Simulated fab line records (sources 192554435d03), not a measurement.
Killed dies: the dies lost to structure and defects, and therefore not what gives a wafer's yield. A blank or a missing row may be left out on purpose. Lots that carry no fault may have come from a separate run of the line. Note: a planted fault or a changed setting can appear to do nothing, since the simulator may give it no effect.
fab line records | flow n5Finfet
record: lots: 9 wafers: 27 lastDay: 20
route steps=1938 shown DUMMY_REMOVAL@378 HKMG_FIN@405 BEOL_M4@1111
lots untouched by any fault: they come from a run of this same line in which no faults occurred
startH: hours from the record's first day to the start of the lot's first wafer shown | waitH: hours elapsed since this lot's preceding step | " same as the row above | L1.1+2: a single row standing in for several wafers | - no value present, or no start provided | * or withheld: withheld | < > ~ a bound
route shown NAME@n: a module of which the file shows steps, and the number in the route of the first | usual: mean and standard deviation over wafers with no fault | same: alike in all rows | chamber/n: place in a boat | sites: per-site readings | _std_site: how widely they spread, as a standard deviation | _edge_site: outer sites' mean less inner sites' | radiusMm: for every site, how far away it sits from the centre of the wafer | mask NAME#n: copy n | behind: the most recent tool/chamber to have shaped the wafer | hold: what put the lot on hold/how long, in hours/how the hold closed | device: the n, p or np transistor that did not switch | end of line: tests run on the same wafers once the route is complete | where a step has no rows: the recipe by itself | killed: the dies lost at the first sort to structure and to defects; this is not the yield of the wafer | map: the dies of a wafer, with x for killed, . for not killed, _ for no die there
set.NAME: the setting as run; set.NAME@STEP: as run at that earlier step | model.NAME: the simulator's own value behind a step, which no gauge read
one table for each step of the route and one row for each wafer, over a sample of lots
services: the hour from which a tool's chamber was out of use, counted from the record's first day as startH (under 0 if before that day), plus the number of hours and why
== steps ==
step: N5_DUMMY_REMOVAL_STRIP_10
recipe: chemistry: N2/H2 timeS: 40 powerW: 100 tempC: 40 pressureMtorr: 100 rfFrequencyHz: 6e+07 biasPowerW: 3 n2FlowSccm: 300 h2FlowSccm: 300
usual: drypumpMotorCurrentA: 5.7/0.42 oesProductAu: 0.79/0.085 rfVppV: 45.3/0.88 showerheadPlenumPTorr: 3.37/0.1 tempC: 40.01/0.096 throttleValvePct: 12.27/0.28
columns lot.wafer tool chamber startH waitH drypumpMotorCurrentA oesProductAu rfHoursCounterH rfVppV showerheadPlenumPTorr tempC throttleValvePct
L149.1 rieDiel-04 0 78.69 0.0 5.8 0.72 187 45.8 3.37 39.92 12.51
L149.4 " 1 " " 5.8 0.92 25 45.2 3.31 40.04 12.05
L149.5 " 3 " " 5.9 0.73 - 45.2 3.37 40.20 12.55
L151.3 rieDiel-04 1 93.75 0.0 5.8 0.91 29 45.4 3.31 40.03 12.05
L151.4 " 0 " " 5.8 0.73 191 44.8 3.37 40.18 12.50
L151.5 " 1 " " 5.8 0.92 - 46.0 3.31 40.09 12.06
L152.1 rieDiel-01 3 94.75 0.0 6.3 1.01 0 44.7 3.31 40.06 11.90
L152.3 " 0 " " 6.2 0.71 231 45.4 3.49 40.03 12.77
L152.5 " 1 " " 6.2 0.74 - 44.9 3.49 40.05 12.22
L153.3 rieDiel-01 0 101.57 0.0 6.1 0.70 232 45.0 3.49 39.77 12.77
L153.4 " 2 " " 5.2 0.91 19 44.6 3.46 39.99 11.92
L153.6 " 0 " " 6.1 0.71 - 46.1 3.49 39.87 12.77
L155.2 rieDiel-04 1 116.71 0.0 5.8 0.89 37 45.1 3.30 40.03 12.09
L155.3 " 3 " " 5.9 0.72 203 45.8 3.36 39.98 12.59
L155.5 " 3 " " 5.9 0.72 - 44.4 3.36 40.02 12.58
L157.1 rieDiel-05 0 129.38 0.0 4.7 0.73 178 44.4 3.52 40.03 12.38
L157.2 " 1 " " 5.9 0.92 36 45.8 3.58 39.90 12.30
L157.6 " 3 " " 5.0 0.90 - 44.3 3.30 40.09 12.00
L164.1 rieDiel-04 1 166.62 0.0 5.7 0.86 53 44.4 3.29 39.89 12.11
L164.2 " 2 " " 5.5 0.78 126 46.1 3.24 40.05 11.98
L164.6 " 1 " " 5.7 0.87 - 46.8 3.29 39.96 12.11
L169.1 rieDiel-04 0 195.30 0.0 5.8 0.71 222 45.5 3.35 40.18 12.57
L169.2 " 3 " " 5.9 0.70 225 44.7 3.35 39.98 12.65
L169.3 " 2 " " 5.5 0.76 134 43.7 3.24 39.99 12.01
L171.3 rieDiel-04 3 206.82 0.0 5.8 0.70 229 45.5 3.35 40.16 12.65
L171.5 " 3 " " 5.9 0.70 - 46.5 3.35 40.03 12.67
L171.6 " 0 " " 5.8 0.71 - 46.1 3.35 39.98 12.60
step: N5_DUMMY_REMOVAL_INSPECT_06
recipe: inspectInstrument: brightfield mode: aei
usual: rawDefectCount: 13/5.6
columns lot.wafer tool chamber startH waitH rawDefectCount
L149.1 defectInspect-01 - 78.86 0.0 13
L149.4 " - " " 15
L149.5 " - " " 11
L151.3 defectInspect-01 - 93.91 0.0 14
L151.4 " - " " 23
L151.5 " - " " 12
L152.1 defectInspect-01 - 94.91 0.0 8
L152.3 " - " " 4
L152.5 " - " " 7
L153.3 defectInspect-01 - 101.74 0.0 12
L153.4 " - " " 8
L153.6 " - " " 9
L155.2 defectInspect-01 - 116.87 0.0 24
L155.3 " - " " 9
L155.5 " - " " 17
L157.1 defectInspect-02 - 129.54 0.0 11
L157.2 " - " " 28
L157.6 " - " " 27
L164.1 defectInspect-02 - 166.78 0.0 16
L164.2 " - " " 6
L164.6 " - " " 16
L169.1 defectInspect-02 - 195.46 0.0 8
L169.2 " - " " 14
L169.3 " - " " 9
L171.3 defectInspect-01 - 206.99 0.0 11
L171.5 " - " " 20
L171.6 " - " " 9
step: N5_HKMG_FIN_STRIP_57
recipe: chemistry: CF4 resist: SiARC powerW: 300 biasPowerW: 75 pressureMtorr: 50 cf4FlowSccm: 150 rfFrequencyHz: 6e+07
usual: drypumpMotorCurrentA: 5.8/0.5 oesProductAu: 0.73/0.057 rfVppV: 271.1/1.6 showerheadPlenumPTorr: 1.79/0.061 throttleValvePct: 13.65/0.24
columns lot.wafer tool chamber startH waitH drypumpMotorCurrentA oesProductAu rfHoursCounterH rfVppV showerheadPlenumPTorr throttleValvePct
L149.1 rieDiel-02 2 81.25 0.0 5.1 0.70 204 271.7 1.79 13.70
L149.4 " 0 " " 6.1 0.69 237 270.8 1.69 13.37
L149.5 " 2 " " 5.2 0.70 - 271.5 1.80 13.70
L151.3 rieDiel-02 1 95.58 0.0 5.5 0.74 177 269.7 1.78 13.89
L151.4 " 3 " " 6.3 0.74 147 268.7 1.73 13.34
L151.5 " 0 " " 6.1 0.68 - 269.4 1.69 13.40
L152.1 rieDiel-06 1 96.77 0.0 5.2 0.71 167 273.3 1.86 13.62
L152.3 " 3 " " 6.8 0.72 193 272.5 1.87 13.65
L152.5 " 2 " " 6.2 0.70 - 273.0 1.84 13.61
L153.3 rieDiel-02 1 103.79 0.0 5.5 0.74 181 270.6 1.78 13.89
L153.4 " 0 " " 6.1 0.68 246 270.1 1.69 13.39
L153.6 " 2 " " 5.2 0.69 - 271.4 1.79 13.72
L155.2 rieDiel-03 2 118.66 0.0 5.6 0.74 155 269.1 1.74 13.63
L155.3 " 1 " " 5.9 0.78 134 273.5 1.86 13.90
L155.5 " 3 " " 6.1 0.68 - 269.2 1.70 13.58
L157.1 rieDiel-02 3 131.65 0.0 6.3 0.73 162 268.6 1.73 13.40
L157.2 " 2 " " 5.2 0.69 224 270.6 1.79 13.75
L157.6 " 2 " " 5.2 0.69 - 269.4 1.79 13.75
L164.1 rieDiel-03 1 168.45 0.0 5.9 0.76 153 272.5 1.86 13.95
L164.2 " 2 " " 5.6 0.74 171 269.6 1.74 13.67
L164.6 " 3 " " 6.1 0.68 - 268.8 1.70 13.59
L169.1 rieDiel-03 2 197.20 0.0 5.6 0.73 183 269.3 1.73 13.68
L169.2 " 1 " " 5.9 0.76 164 272.5 1.85 13.98
L169.3 " 3 " " 6.1 0.67 238 268.4 1.69 13.63
L171.3 rieDiel-02 2 208.54 0.0 5.2 0.68 250 270.3 1.78 13.81
L171.5 " 1 " " 5.5 0.71 - 270.3 1.77 13.97
L171.6 " 2 " " 5.2 0.67 - 270.8 1.78 13.79
step: N5_HKMG_FIN_ALD_79
recipe: material: TiN targetThkA: 15 tempC: 400 aldPrecursorFamily: TiCl4 aldCoReactant: NH3 pulseTimeS: 1 purgeTimeS: 3 coReactantPurgeTimeS: 2 coReactantPulseTimeS: 2 aldCycles: 68 pressureTorr: 3
usual: aldCycles: 68/0 heaterPowerW: 874/92 precursorPulseHeightRel: 1.001/0.019 susceptorTempC: 400.01/0.21
columns lot.wafer tool chamber startH waitH aldCycles heaterPowerW precursorPulseHeightRel susceptorTempC
L149.1 aldMetal-01 2 82.33 0.0 68 764 1.002 399.84
L149.4 " 1 " " 68 763 0.982 399.81
L149.5 " 3 " " 68 977 0.988 399.88
L151.3 aldMetal-04 3 96.67 0.0 68 878 1.016 400.03
L151.4 " 0 " " 68 1010 1.014 399.54
L151.5 " 0 " " 68 997 1.001 400.23
L152.1 aldMetal-02 3 97.86 0.0 68 921 0.963 400.08
L152.3 " 1 " " 68 802 1.033 399.80
L152.5 " 3 " " 68 903 0.993 400.12
L153.3 aldMetal-02 0 104.99 0.0 68 1050 0.982 399.62
L153.4 " 2 " " 68 835 0.989 399.83
L153.6 " 1 " " 68 805 1.028 399.83
L155.2 aldMetal-02 1 119.74 0.0 68 809 1.020 400.03
L155.3 " 2 " " 68 834 0.988 400.01
L155.5 " 0 " " 54 1044 1.003 -
L157.1 aldMetal-01 0 132.74 0.0 68 846 1.002 399.88
L157.2 " 1 " " 68 768 1.001 400.44
L157.6 " 0 " " 68 863 0.994 399.82
L164.1 aldMetal-04 0 169.53 0.0 68 1007 1.003 399.58
L164.2 " 1 " " 68 814 1.008 400.04
L164.6 " 2 " " 68 802 0.983 400.23
L169.1 aldMetal-01 2 198.29 0.0 68 775 0.985 399.98
L169.2 " 3 " " 68 981 1.028 399.84
L169.3 " 1 " " 68 768 0.964 399.99
L171.3 aldMetal-04 1 209.63 0.0 68 792 0.998 400.43
L171.5 " 1 " " 68 810 1.017 400.14
L171.6 " 0 " " 68 1014 1.002 400.04
step: N5_BEOL_M4_RC_MEAS_101
usual: DIBL_N: 36.3/1.6 DIBL_P: 36.4/2.1 IOFF_N: 0.16/0.032 IOFF_P: 0.22/0.044 ION_N: 675/12 ION_P: 463/8.3 SS_N: 71.6/0.64 SS_P: 73.3/0.67 VT_N: 250/3.3 VT_P: -250/3.7
columns lot.wafer tool chamber startH waitH DIBL_N[mV/V] DIBL_P[mV/V] IOFF_N[nA/um] IOFF_P[nA/um] ION_N[uA/um] ION_P[uA/um] SS_N[mV/dec] SS_P[mV/dec] VT_N[mV] VT_P[mV]
L152.1 prober-01 0 218.98 0.0 36.7 36.5 0.17 0.22 675 470 71.0 73.9 248 -249
L152.3 " 0 " " 36.5 36.4 0.16 0.20 664 455 71.4 72.9 251 -251
L152.5 " 0 " " 37.5 37.5 0.18 0.22 682 469 72.1 74.1 248 -248
L151.3 prober-02 0 226.43 0.3 38.8 38.2 0.18 0.23 684 466 71.7 73.9 252 -247
L151.4 " 0 " " 35.0 33.1 0.12 0.16 666 455 70.6 73.1 256 -255
L151.5 " 0 " " 36.4 35.1 0.15 0.20 686 464 71.9 73.5 251 -251
L149.1 prober-01 0 227.39 0.0 33.7 33.5 0.13 0.19 671 471 71.2 72.6 252 -249
L149.4 " 0 " " 33.8 33.5 0.12 0.19 659 464 71.0 73.0 254 -249
L149.5 " 0 " " 35.0 35.4 0.15 0.22 664 463 71.5 72.8 250 -251
L153.3 prober-02 0 232.50 0.3 36.3 35.5 0.15 0.19 674 463 70.6 73.7 251 -251
L153.4 " 0 " " 35.1 33.6 0.13 0.17 667 462 70.5 73.0 250 -252
L153.6 " 0 " " 37.4 36.4 0.18 0.21 694 471 71.2 72.5 246 -254
L155.2 prober-01 0 252.46 0.2 36.8 38.9 0.19 0.26 690 472 71.3 74.1 249 -248
L155.3 " 0 " " 36.9 38.7 0.19 0.26 682 471 71.8 73.6 249 -248
L155.5 " 0 " " 37.2 40.1 0.20 0.27 696 482 71.9 74.9 248 -247
L157.1 prober-02 0 257.00 0.0 35.4 35.7 0.15 0.18 665 457 71.2 72.8 251 -254
L157.2 " 0 " " 37.9 38.7 0.21 0.23 697 468 71.7 74.1 246 -250
L157.6 " 0 " " 36.7 37.3 0.18 0.20 674 454 71.2 73.0 249 -251
L164.1 prober-02 0 309.94 0.0 36.4 36.7 0.16 0.23 685 475 71.0 73.9 249 -249
L164.2 " 0 " " 34.7 33.9 0.13 0.19 669 460 70.9 72.7 251 -249
L164.6 " 0 " " 35.0 33.9 0.14 0.20 676 463 71.5 72.5 251 -248
L169.1 prober-02 0 350.85 0.0 35.6 35.1 0.12 0.18 648 450 71.4 73.4 255 -253
L169.2 " 0 " " 34.9 34.2 0.12 0.17 672 464 70.7 73.2 254 -251
L169.3 " 0 " " 36.8 35.7 0.14 0.19 667 461 70.9 72.4 252 -253
L171.3 prober-01 0 381.41 0.3 35.7 34.9 0.15 0.21 665 459 71.9 72.9 250 -250
L171.5 " 0 " " 37.1 36.6 0.17 0.23 670 462 72.6 73.0 248 -248
L171.6 " 0 " " 35.8 35.0 0.15 0.21 680 463 72.4 72.9 253 -251
== services ==
columns tool chamber startH hours kind
rieDiel-02 - 56.46 2.8 pm
rieDiel-01 0 75.56 1.7 repair
rieDiel-03 2 77.09 4.3 repair
rieDiel-06 - 79.36 2.8 pm
rieDiel-05 1 80.42 9.3 repair
rieDiel-04 2 105.37 13.3 repair
aldMetal-01 2 109.38 21.7 repair
rieDiel-02 0 115.19 - clean
rieDiel-02 0 115.19 - consumableReplace:focusRing
rieDiel-02 0 115.19 - consumableReplace:showerhead
rieDiel-02 0 115.19 21.1 scheduledDown
rieDiel-02 0 115.19 21.1 ventCycle
rieDiel-01 0 117.38 36.7 repair
rieDiel-06 0 119.41 1.3 repair
aldMetal-02 0 120.58 4.2 repair
rieDiel-03 2 127.70 2.8 repair
aldMetal-01 - 139.11 0.6 repair
rieDiel-01 3 160.50 4.9 repair
rieDiel-03 0 163.82 - clean
rieDiel-03 0 163.82 - consumableReplace:focusRing
rieDiel-03 0 163.82 23.9 scheduledDown
rieDiel-02 2 187.41 4.7 repair
rieDiel-06 2 204.99 5.7 repair
rieDiel-02 0 209.63 4.7 repair
== key ==
firstSign: step: N5_HKMG_FIN_ALD_79 reading: aldCycles direction: down sigmas: 99+ usual: * struck: *
effect none on later readings
metAt N5_HKMG_FIN_ALD_79
struckLots L155
struckWafers L155.5
notActingAt N5_DUMMY_REMOVAL_STRIP_10,N5_DUMMY_REMOVAL_INSPECT_06,N5_HKMG_FIN_STRIP_57
onsetBetween 104.99 119.74
fault: kind: processParameterDrift tool: aldMetal-02 chamber: - onsetH: 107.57 steps: N5_HKMG_FIN_ALD_79 channel: aldCycles offset: * shape: step endH: 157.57 scope: struckWafersOnly actsIn: * stated: *
